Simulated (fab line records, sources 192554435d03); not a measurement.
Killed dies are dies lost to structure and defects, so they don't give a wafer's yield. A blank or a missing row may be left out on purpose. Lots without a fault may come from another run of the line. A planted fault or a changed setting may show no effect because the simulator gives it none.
Chamber matching | flow n5_finfet | N5_BEOL_M0_DEP_125 on pecvd-03: 3 sister chambers
The step deposits SiCN from 3MS/NH3, target thk 8 nm, time 14 s. 16 wafers are shown with their chamber, then 8 later ones without.

WAFERS WITH THEIR CHAMBER
wafer  | chamber | throttle_valve_pct (%) | showerhead_plenum_p_Torr (Torr)
L074.4 | 1       | 8.4                    | 3.677
L074.5 | 0       | 9.9                    | 3.665
L074.6 | 2       | 8.8                    | 3.667
L075.2 | 2       | 8.8                    | 3.657
L075.3 | 0       | 10.4                   | 3.665
L075.4 | 2       | 8.7                    | 3.657
L077.2 | 1       | 7.9                    | 3.687
L077.4 | 0       | 10.0                   | 3.659
L077.5 | 2       | 8.9                    | 3.661
L082.1 | 1       | 8.5                    | 3.677
L082.4 | 1       | 8.5                    | 3.677
L082.6 | 2       | 8.5                    | 3.661
L084.1 | 1       | 8.6                    | 3.682
L084.2 | 2       | 8.9                    | 3.657
L084.4 | 2       | 8.8                    | 3.659
L085.2 | 2       | 8.7                    | 3.663

SIGNATURES (means of the wafers above)
reading                  | chamber 0 | chamber 1 | chamber 2 | scatter within a chamber
throttle_valve_pct       | 10.100    | 8.380     | 8.762     | 0.209
showerhead_plenum_p_Torr | 3.66300   | 3.68000   | 3.66025   | 0.00384
Rule: a wafer's distance from a chamber is the root of the sum, over the readings, of the square of ((its reading less the chamber's mean) divided by the reading's scatter). The wafer belongs to the nearest chamber; if the next one is less than 2 further off, it can't be placed. The scatter: the root of (the sum of the squares of (reading less its chamber's mean) over the shown wafers, divided by (wafers less chambers)).

WAFERS WITHOUT THEIR CHAMBER
wafer  | throttle_valve_pct (%) | showerhead_plenum_p_Torr (Torr)
L085.5 | 8.8                    | 3.657
L085.6 | 10.2                   | 3.663
L087.3 | 8.9                    | 3.667
L087.4 | 8.4                    | 3.671
L087.6 | 8.8                    | 3.664
L095.1 | 8.5                    | 3.663
L095.5 | 8.5                    | 3.680
L095.6 | 10.3                   | 3.661

WHICH CHAMBER EACH WENT THROUGH
wafer  | from the rows above     | in truth
L085.5 | 2                       | 2
L085.6 | 0                       | 0
L087.3 | 2                       | 2
L087.4 | can't be placed: 1 or 2 | 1
L087.6 | 2                       | 2
L095.1 | 2                       | 2
L095.5 | 1                       | 1
L095.6 | 0                       | 0
Placed correctly: 7 of 8. Can't be placed from these rows: 1 (the true chamber is among the candidates in 1). Placed wrongly: 0.
